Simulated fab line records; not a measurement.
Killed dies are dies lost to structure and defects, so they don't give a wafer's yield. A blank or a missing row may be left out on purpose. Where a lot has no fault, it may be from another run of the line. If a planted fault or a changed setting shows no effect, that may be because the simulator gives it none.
Which of the tools did it? / flow nand-harc / 24 lots, 72 wafers sampled, at 4 steps of a route of 1159

## WHAT THE GAUGES READ, wafer by wafer
NHARC_A_SGD_CUT_CD_MEAS_09: target cd 100 nm. Usual: cd-nm at 99.8 nm, with a standard deviation of 0.51.
lot=L074; measured=day 13 15:22; on=cd-sem-02; cd-nm (nm)=99.5 99.6 99.1; flag=
lot=L075; measured=day 14 03:04; on=cd-sem-02; cd-nm (nm)=99.6 99.4 100.4; flag=
lot=L076; measured=day 14 02:50; on=cd-sem-01; cd-nm (nm)=99.8 99.7 99.6; flag=
lot=L078; measured=day 14 13:26; on=cd-sem-02; cd-nm (nm)=100.4 100.7 100.0; flag=
lot=L077; measured=day 14 13:05; on=cd-sem-03; cd-nm (nm)=99.8 100.1 98.6; flag=
lot=L079; measured=day 15 23:01; on=cd-sem-02; cd-nm (nm)=99.9 100.6 99.8; flag=
lot=L081; measured=day 15 22:32; on=cd-sem-03; cd-nm (nm)=99.7 100.1 99.6; flag=
lot=L080; measured=day 16 00:19; on=cd-sem-02; cd-nm (nm)=100.3 100.2 100.4; flag=
lot=L082; measured=day 15 22:51; on=cd-sem-03; cd-nm (nm)=99.4 100.5 99.9; flag=
lot=L083; measured=day 15 23:32; on=cd-sem-01; cd-nm (nm)=99.1 99.8 99.5; flag=
lot=L084; measured=day 16 10:20; on=cd-sem-01; cd-nm (nm)=100.4 101.0 100.1; flag=
lot=L087; measured=day 16 21:02; on=cd-sem-02; cd-nm (nm)=100.0 99.7 99.0; flag=
lot=L086; measured=day 16 20:51; on=cd-sem-02; cd-nm (nm)=99.1 99.2 99.2; flag=
lot=L085; measured=day 17 19:46; on=cd-sem-01; cd-nm (nm)=100.2 100.0 99.5; flag=
lot=L088; measured=day 18 01:41; on=cd-sem-01; cd-nm (nm)=99.9 99.7 99.2; flag=
lot=L091; measured=day 18 01:54; on=cd-sem-01; cd-nm (nm)=99.8 99.0 99.3; flag=
lot=L090; measured=day 18 08:04; on=cd-sem-03; cd-nm (nm)=100.8 100.2 100.5; flag=
lot=L089; measured=day 18 08:36; on=cd-sem-03; cd-nm (nm)=99.1 99.2 99.2; flag=
lot=L093; measured=day 18 19:43; on=cd-sem-02; cd-nm (nm)=99.9 99.8 100.1; flag=
lot=L092; measured=day 18 20:03; on=cd-sem-03; cd-nm (nm)=99.5 100.3 99.5; flag=
lot=L094; measured=day 19 14:34; on=cd-sem-03; cd-nm (nm)=99.8 99.7 99.3; flag=
lot=L095; measured=day 19 15:49; on=cd-sem-02; cd-nm (nm)=99.3 99.7 99.6; flag=
lot=L096; measured=day 19 15:58; on=cd-sem-02; cd-nm (nm)=99.7 99.5 99.5; flag=
lot=L097; measured=day 19 14:43; on=cd-sem-03; cd-nm (nm)=100.9 99.9 100.0; flag=

NHARC_A_SGD_CUT_OVL_MEAS_10. Usual: overlay-x-nm 0.0 nm, standard deviation 0.72; overlay-y-nm 0.0 nm, standard deviation 0.83.
lot=L074; measured=day 13 15:26; on=overlay-02; overlay-x-nm (nm)=-0.3 -0.1 -0.5; overlay-y-nm (nm)=0.6 0.4 0.1; flag=
lot=L075; measured=day 14 03:09; on=overlay-02; overlay-x-nm (nm)=0.2 0.7 0.4; overlay-y-nm (nm)=-0.4 -0.1 -0.2; flag=
lot=L076; measured=day 14 02:56; on=overlay-02; overlay-x-nm (nm)=-0.4 -0.4 -0.5; overlay-y-nm (nm)=-1.8 -1.6 -1.6; flag=
lot=L078; measured=day 14 13:32; on=overlay-02; overlay-x-nm (nm)=-0.5 -0.3 -0.3; overlay-y-nm (nm)=-0.4 0.5 -0.4; flag=
lot=L077; measured=day 14 13:11; on=overlay-01; overlay-x-nm (nm)=-0.1 0.0 0.7; overlay-y-nm (nm)=-1.7 -1.6 -1.3; flag=
lot=L079; measured=day 15 23:07; on=overlay-01; overlay-x-nm (nm)=-1.7 -1.8 -1.3; overlay-y-nm (nm)=0.3 0.6 0.2; flag=
lot=L081; measured=day 15 22:37; on=overlay-01; overlay-x-nm (nm)=0.9 0.1 0.3; overlay-y-nm (nm)=-0.6 -0.3 -0.3; flag=
lot=L080; measured=day 16 00:25; on=overlay-02; overlay-x-nm (nm)=-0.7 -0.7 -0.5; overlay-y-nm (nm)=-0.8 -1.5 -0.9; flag=
lot=L082; measured=day 15 22:56; on=overlay-02; overlay-x-nm (nm)=0.7 0.8 1.1; overlay-y-nm (nm)=1.3 1.6 1.6; flag=
lot=L083; measured=day 15 23:38; on=overlay-01; overlay-x-nm (nm)=-0.4 -1.1 -1.1; overlay-y-nm (nm)=0.6 0.7 0.4; flag=
lot=L084; measured=day 16 10:25; on=overlay-01; overlay-x-nm (nm)=0.5 1.0 0.9; overlay-y-nm (nm)=-0.3 0.2 -0.6; flag=
lot=L087; measured=day 16 21:07; on=overlay-02; overlay-x-nm (nm)=-0.7 -0.7 -0.2; overlay-y-nm (nm)=1.5 1.8 2.0; flag=
lot=L086; measured=day 16 20:56; on=overlay-02; overlay-x-nm (nm)=0.4 0.2 0.2; overlay-y-nm (nm)=0.4 0.7 0.6; flag=
lot=L085; measured=day 17 19:51; on=overlay-01; overlay-x-nm (nm)=1.1 0.5 1.1; overlay-y-nm (nm)=0.6 0.3 0.7; flag=
lot=L088; measured=day 18 01:47; on=overlay-02; overlay-x-nm (nm)=0.0 0.9 1.1; overlay-y-nm (nm)=0.1 0.0 -0.4; flag=
lot=L091; measured=day 18 01:59; on=overlay-01; overlay-x-nm (nm)=-0.7 -0.3 -0.6; overlay-y-nm (nm)=-0.7 -1.0 -1.0; flag=
lot=L090; measured=day 18 08:10; on=overlay-02; overlay-x-nm (nm)=-0.7 -0.2 -0.4; overlay-y-nm (nm)=0.3 1.2 0.6; flag=
lot=L089; measured=day 18 08:41; on=overlay-01; overlay-x-nm (nm)=0.9 0.9 1.3; overlay-y-nm (nm)=1.1 0.5 0.4; flag=
lot=L093; measured=day 18 19:48; on=overlay-02; overlay-x-nm (nm)=-0.1 -0.3 -0.1; overlay-y-nm (nm)=0.2 -0.3 -0.1; flag=
lot=L092; measured=day 18 20:08; on=overlay-01; overlay-x-nm (nm)=0.2 0.4 0.2; overlay-y-nm (nm)=0.2 0.0 -0.3; flag=
lot=L094; measured=day 19 14:38; on=overlay-02; overlay-x-nm (nm)=-0.7 -0.6 -0.5; overlay-y-nm (nm)=0.3 0.3 -0.1; flag=
lot=L095; measured=day 19 15:55; on=overlay-02; overlay-x-nm (nm)=0.1 0.9 0.6; overlay-y-nm (nm)=-0.1 -0.8 -1.0; flag=
lot=L096; measured=day 19 16:04; on=overlay-01; overlay-x-nm (nm)=-0.7 -0.7 -1.1; overlay-y-nm (nm)=-0.5 -0.9 -0.9; flag=
lot=L097; measured=day 19 14:49; on=overlay-01; overlay-x-nm (nm)=0.1 0.8 0.2; overlay-y-nm (nm)=0.0 -0.2 -0.1; flag=

## WHAT TOOL EACH LOT RAN ON (gives the tool, then ch and the chambers of the sampled wafers, and finally the start)
lot=L074; NHARC_A_STAIRCASE_ALD_415=ald-hk-02 ch 0,1, day 11 18:11; NHARC_A_STAIRCASE_ETCHBACK_157=rie-diel-09 ch 0,3, day 13 13:10
lot=L075; NHARC_A_STAIRCASE_ALD_415=ald-hk-02 ch 2,3, day 12 05:32; NHARC_A_STAIRCASE_ETCHBACK_157=rie-diel-09 ch 1,3, day 14 01:24
lot=L076; NHARC_A_STAIRCASE_ALD_415=ald-hk-03 ch 0,3, day 12 06:36; NHARC_A_STAIRCASE_ETCHBACK_157=rie-diel-10 ch 2,3, day 14 01:08
lot=L078; NHARC_A_STAIRCASE_ALD_415=ald-hk-03 ch 0,1, day 12 14:43; NHARC_A_STAIRCASE_ETCHBACK_157=rie-diel-10 ch 0,3, day 14 11:28
lot=L077; NHARC_A_STAIRCASE_ALD_415=ald-hk-01 ch 0,2, day 12 19:17; NHARC_A_STAIRCASE_ETCHBACK_157=rie-diel-07 ch 0,1,3, day 14 11:20
lot=L079; NHARC_A_STAIRCASE_ALD_415=ald-hk-03 ch 1,2,3, day 13 13:31; NHARC_A_STAIRCASE_ETCHBACK_157=rie-diel-09 ch 0,3, day 15 20:37
lot=L081; NHARC_A_STAIRCASE_ALD_415=ald-hk-03 ch 0,1, day 13 18:58; NHARC_A_STAIRCASE_ETCHBACK_157=rie-diel-09 ch 0,2, day 15 20:19
lot=L080; NHARC_A_STAIRCASE_ALD_415=ald-hk-03 ch 0,1,2, day 14 00:35; NHARC_A_STAIRCASE_ETCHBACK_157=rie-diel-07 ch 0,2,3, day 15 22:39
lot=L082; NHARC_A_STAIRCASE_ALD_415=ald-hk-03 ch 0,1,3, day 14 01:44; NHARC_A_STAIRCASE_ETCHBACK_157=rie-diel-07 ch 0,1,2, day 15 20:53
lot=L083; NHARC_A_STAIRCASE_ALD_415=ald-hk-01 ch 0,1,2, day 14 01:49; NHARC_A_STAIRCASE_ETCHBACK_157=rie-diel-07 ch 1,2,3, day 15 21:50
lot=L084; NHARC_A_STAIRCASE_ALD_415=ald-hk-03 ch 0,1,2, day 14 05:40; NHARC_A_STAIRCASE_ETCHBACK_157=rie-diel-07 ch 1,2, day 16 08:28
lot=L087; NHARC_A_STAIRCASE_ALD_415=ald-hk-03 ch 0,3, day 14 21:41; NHARC_A_STAIRCASE_ETCHBACK_157=rie-diel-09 ch 0,1,3, day 16 19:15
lot=L086; NHARC_A_STAIRCASE_ALD_415=ald-hk-03 ch 1,2,3, day 14 22:49; NHARC_A_STAIRCASE_ETCHBACK_157=rie-diel-07 ch 0,2,3, day 16 19:06
lot=L085; NHARC_A_STAIRCASE_ALD_415=ald-hk-02 ch 2,3, day 15 22:37; NHARC_A_STAIRCASE_ETCHBACK_157=rie-diel-10 ch 0,1,3, day 17 18:04
lot=L088; NHARC_A_STAIRCASE_ALD_415=ald-hk-03 ch 2,3, day 16 02:59; NHARC_A_STAIRCASE_ETCHBACK_157=rie-diel-10 ch 1,2,3, day 17 23:54
lot=L091; NHARC_A_STAIRCASE_ALD_415=ald-hk-03 ch 0,2,3, day 16 05:52; NHARC_A_STAIRCASE_ETCHBACK_157=rie-diel-10 ch 0,3, day 18 00:08
lot=L090; NHARC_A_STAIRCASE_ALD_415=ald-hk-01 ch 0,1,3, day 16 08:04; NHARC_A_STAIRCASE_ETCHBACK_157=rie-diel-10 ch 0,1,2, day 18 06:29
lot=L089; NHARC_A_STAIRCASE_ALD_415=ald-hk-03 ch 0,3, day 16 12:25; NHARC_A_STAIRCASE_ETCHBACK_157=rie-diel-10 ch 2,3, day 18 06:54
lot=L093; NHARC_A_STAIRCASE_ALD_415=ald-hk-02 ch 0,1, day 16 18:59; NHARC_A_STAIRCASE_ETCHBACK_157=rie-diel-09 ch 1,2,3, day 18 18:11
lot=L092; NHARC_A_STAIRCASE_ALD_415=ald-hk-03 ch 0,2,3, day 16 20:52; NHARC_A_STAIRCASE_ETCHBACK_157=rie-diel-09 ch 1,2, day 18 18:22
lot=L094; NHARC_A_STAIRCASE_ALD_415=ald-hk-03 ch 0,1,2, day 17 05:04; NHARC_A_STAIRCASE_ETCHBACK_157=rie-diel-07 ch 1,2,3, day 19 12:45
lot=L095; NHARC_A_STAIRCASE_ALD_415=ald-hk-02 ch 0,2,3, day 17 08:17; NHARC_A_STAIRCASE_ETCHBACK_157=rie-diel-09 ch 0,2,3, day 19 14:01
lot=L096; NHARC_A_STAIRCASE_ALD_415=ald-hk-01 ch 1,2,3, day 17 12:38; NHARC_A_STAIRCASE_ETCHBACK_157=rie-diel-10 ch 1,2,3, day 19 14:08
lot=L097; NHARC_A_STAIRCASE_ALD_415=ald-hk-03 ch 1,2, day 17 15:38; NHARC_A_STAIRCASE_ETCHBACK_157=rie-diel-07 ch 0,1,2, day 19 13:03
- NHARC_A_STAIRCASE_ALD_415: deposits SiO2, target thk 30 nm, pulse time 6 s, ald cycles 300.
- NHARC_A_STAIRCASE_ETCHBACK_157: etches the open film in CH3F/O2, target depth 90 nm, time 167.14 s.

## WHAT THE TOOLS THEMSELVES READ (means of the sampled wafers that have a number; where no wafer has one, the mark that the record gives instead)
NHARC_A_STAIRCASE_ALD_415. Usual: heater-power-w 466 W, standard deviation 32; precursor-pulse-height-rel 1.000, standard deviation 0.02.
lot=L074; tool=ald-hk-02; heater-power-w (W)=470; precursor-pulse-height-rel=0.987; flag=
lot=L075; tool=ald-hk-02; heater-power-w (W)=436; precursor-pulse-height-rel=1.026; flag=
lot=L076; tool=ald-hk-03; heater-power-w (W)=477; precursor-pulse-height-rel=0.998; flag=
lot=L078; tool=ald-hk-03; heater-power-w (W)=483; precursor-pulse-height-rel=0.998; flag=
lot=L077; tool=ald-hk-01; heater-power-w (W)=476; precursor-pulse-height-rel=0.988; flag=
lot=L079; tool=ald-hk-03; heater-power-w (W)=483; precursor-pulse-height-rel=0.993; flag=
lot=L081; tool=ald-hk-03; heater-power-w (W)=491; precursor-pulse-height-rel=1.009; flag=
lot=L080; tool=ald-hk-03; heater-power-w (W)=464; precursor-pulse-height-rel=1.017; flag=
lot=L082; tool=ald-hk-03; heater-power-w (W)=471; precursor-pulse-height-rel=0.978; flag=
lot=L083; tool=ald-hk-01; heater-power-w (W)=445; precursor-pulse-height-rel=0.988; flag=
lot=L084; tool=ald-hk-03; heater-power-w (W)=464; precursor-pulse-height-rel=0.990; flag=
lot=L087; tool=ald-hk-03; heater-power-w (W)=480; precursor-pulse-height-rel=0.992; flag=
lot=L086; tool=ald-hk-03; heater-power-w (W)=477; precursor-pulse-height-rel=1.022; flag=
lot=L085; tool=ald-hk-02; heater-power-w (W)=477; precursor-pulse-height-rel=0.991; flag=
lot=L088; tool=ald-hk-03; heater-power-w (W)=453; precursor-pulse-height-rel=0.999; flag=
lot=L091; tool=ald-hk-03; heater-power-w (W)=457; precursor-pulse-height-rel=0.988; flag=
lot=L090; tool=ald-hk-01; heater-power-w (W)=438; precursor-pulse-height-rel=1.030; flag=
lot=L089; tool=ald-hk-03; heater-power-w (W)=474; precursor-pulse-height-rel=1.000; flag=
lot=L093; tool=ald-hk-02; heater-power-w (W)=479; precursor-pulse-height-rel=0.999; flag=
lot=L092; tool=ald-hk-03; heater-power-w (W)=461; precursor-pulse-height-rel=1.008; flag=
lot=L094; tool=ald-hk-03; heater-power-w (W)=461; precursor-pulse-height-rel=0.991; flag=
lot=L095; tool=ald-hk-02; heater-power-w (W)=457; precursor-pulse-height-rel=1.013; flag=
lot=L096; tool=ald-hk-01; heater-power-w (W)=454; precursor-pulse-height-rel=0.985; flag=
lot=L097; tool=ald-hk-03; heater-power-w (W)=460; precursor-pulse-height-rel=0.997; flag=

NHARC_A_STAIRCASE_ETCHBACK_157. Usual: drypump-motor-current-A 5.6 A, standard deviation 0.41; oes-product-au 0.97 a.u., standard deviation 0.035; rf-vpp-V 245.0 V, standard deviation 1.6; showerhead-plenum-p-Torr 2.50 Torr, standard deviation 0.094; throttle-valve-pct 20.662 %, standard deviation 0.0084.
lot=L074; tool=rie-diel-09; drypump-motor-current-A (A)=5.4; oes-product-au (a.u.)=1.00; rf-vpp-V (V)=244.7; showerhead-plenum-p-Torr (Torr)=2.55; throttle-valve-pct (%)=20.659; flag=
lot=L075; tool=rie-diel-09; drypump-motor-current-A (A)=5.1; oes-product-au (a.u.)=0.93; rf-vpp-V (V)=243.0; showerhead-plenum-p-Torr (Torr)=2.40; throttle-valve-pct (%)=20.665; flag=
lot=L076; tool=rie-diel-10; drypump-motor-current-A (A)=5.6; oes-product-au (a.u.)=0.93; rf-vpp-V (V)=242.5; showerhead-plenum-p-Torr (Torr)=2.37; throttle-valve-pct (%)=20.670; flag=
lot=L078; tool=rie-diel-10; drypump-motor-current-A (A)=5.4; oes-product-au (a.u.)=0.96; rf-vpp-V (V)=244.8; showerhead-plenum-p-Torr (Torr)=2.49; throttle-valve-pct (%)=20.661; flag=
lot=L077; tool=rie-diel-07; drypump-motor-current-A (A)=5.8; oes-product-au (a.u.)=0.94; rf-vpp-V (V)=246.0; showerhead-plenum-p-Torr (Torr)=2.53; throttle-valve-pct (%)=20.666; flag=
lot=L079; tool=rie-diel-09; drypump-motor-current-A (A)=5.4; oes-product-au (a.u.)=0.92; rf-vpp-V (V)=245.7; showerhead-plenum-p-Torr (Torr)=2.54; throttle-valve-pct (%)=20.663; flag=
lot=L081; tool=rie-diel-09; drypump-motor-current-A (A)=6.1; oes-product-au (a.u.)=1.00; rf-vpp-V (V)=245.9; showerhead-plenum-p-Torr (Torr)=2.56; throttle-valve-pct (%)=20.667; flag=
lot=L080; tool=rie-diel-07; drypump-motor-current-A (A)=5.7; oes-product-au (a.u.)=0.98; rf-vpp-V (V)=245.1; showerhead-plenum-p-Torr (Torr)=2.54; throttle-valve-pct (%)=20.661; flag=
lot=L082; tool=rie-diel-07; drypump-motor-current-A (A)=5.5; oes-product-au (a.u.)=0.97; rf-vpp-V (V)=247.1; showerhead-plenum-p-Torr (Torr)=2.55; throttle-valve-pct (%)=20.655; flag=
lot=L083; tool=rie-diel-07; drypump-motor-current-A (A)=5.8; oes-product-au (a.u.)=1.00; rf-vpp-V (V)=245.6; showerhead-plenum-p-Torr (Torr)=2.57; throttle-valve-pct (%)=20.659; flag=
lot=L084; tool=rie-diel-07; drypump-motor-current-A (A)=5.5; oes-product-au (a.u.)=0.94; rf-vpp-V (V)=245.8; showerhead-plenum-p-Torr (Torr)=2.58; throttle-valve-pct (%)=20.671; flag=
lot=L087; tool=rie-diel-09; drypump-motor-current-A (A)=5.3; oes-product-au (a.u.)=1.00; rf-vpp-V (V)=244.2; showerhead-plenum-p-Torr (Torr)=2.49; throttle-valve-pct (%)=20.659; flag=
lot=L086; tool=rie-diel-07; drypump-motor-current-A (A)=5.7; oes-product-au (a.u.)=0.99; rf-vpp-V (V)=245.7; showerhead-plenum-p-Torr (Torr)=2.53; throttle-valve-pct (%)=20.652; flag=
lot=L085; tool=rie-diel-10; drypump-motor-current-A (A)=5.4; oes-product-au (a.u.)=1.01; rf-vpp-V (V)=244.9; showerhead-plenum-p-Torr (Torr)=2.50; throttle-valve-pct (%)=20.657; flag=
lot=L088; tool=rie-diel-10; drypump-motor-current-A (A)=5.5; oes-product-au (a.u.)=1.01; rf-vpp-V (V)=244.4; showerhead-plenum-p-Torr (Torr)=2.44; throttle-valve-pct (%)=20.661; flag=
lot=L091; tool=rie-diel-10; drypump-motor-current-A (A)=5.4; oes-product-au (a.u.)=1.01; rf-vpp-V (V)=244.3; showerhead-plenum-p-Torr (Torr)=2.48; throttle-valve-pct (%)=20.661; flag=
lot=L090; tool=rie-diel-10; drypump-motor-current-A (A)=5.5; oes-product-au (a.u.)=0.93; rf-vpp-V (V)=243.7; showerhead-plenum-p-Torr (Torr)=2.43; throttle-valve-pct (%)=20.663; flag=
lot=L089; tool=rie-diel-10; drypump-motor-current-A (A)=5.6; oes-product-au (a.u.)=0.93; rf-vpp-V (V)=242.3; showerhead-plenum-p-Torr (Torr)=2.36; throttle-valve-pct (%)=20.657; flag=
lot=L093; tool=rie-diel-09; drypump-motor-current-A (A)=5.6; oes-product-au (a.u.)=1.00; rf-vpp-V (V)=244.5; showerhead-plenum-p-Torr (Torr)=2.44; throttle-valve-pct (%)=20.666; flag=
lot=L092; tool=rie-diel-09; drypump-motor-current-A (A)=5.5; oes-product-au (a.u.)=0.92; rf-vpp-V (V)=243.0; showerhead-plenum-p-Torr (Torr)=2.39; throttle-valve-pct (%)=20.662; flag=
lot=L094; tool=rie-diel-07; drypump-motor-current-A (A)=5.8; oes-product-au (a.u.)=1.01; rf-vpp-V (V)=246.9; showerhead-plenum-p-Torr (Torr)=2.56; throttle-valve-pct (%)=20.662; flag=
lot=L095; tool=rie-diel-09; drypump-motor-current-A (A)=5.7; oes-product-au (a.u.)=1.00; rf-vpp-V (V)=245.8; showerhead-plenum-p-Torr (Torr)=2.54; throttle-valve-pct (%)=20.655; flag=
lot=L096; tool=rie-diel-10; drypump-motor-current-A (A)=5.5; oes-product-au (a.u.)=1.01; rf-vpp-V (V)=242.6; showerhead-plenum-p-Torr (Torr)=2.43; throttle-valve-pct (%)=20.663; flag=
lot=L097; tool=rie-diel-07; drypump-motor-current-A (A)=5.5; oes-product-au (a.u.)=1.01; rf-vpp-V (V)=245.2; showerhead-plenum-p-Torr (Torr)=2.53; throttle-valve-pct (%)=20.656; flag=

## THE ANSWER, worked out from the rows above alone
Rule: a lot is off if the mean of its wafers that have a number lies more than 3 standard deviations from the usual mean. Also off: a lot with no number at a reading for which 4 or more lots have one. All remaining lots with rows at the step are treated as sound. The gauges are gone through in route order, then the tools' own readings, and for those a lot's mean is taken as printed above. At the first step where some lot is off, the reading lying furthest off is the one used; lots without a number count as furthest.
None of the lots is off at any reading shown; this tells nothing.

## WHAT THE SIMULATOR HAD PUT IN
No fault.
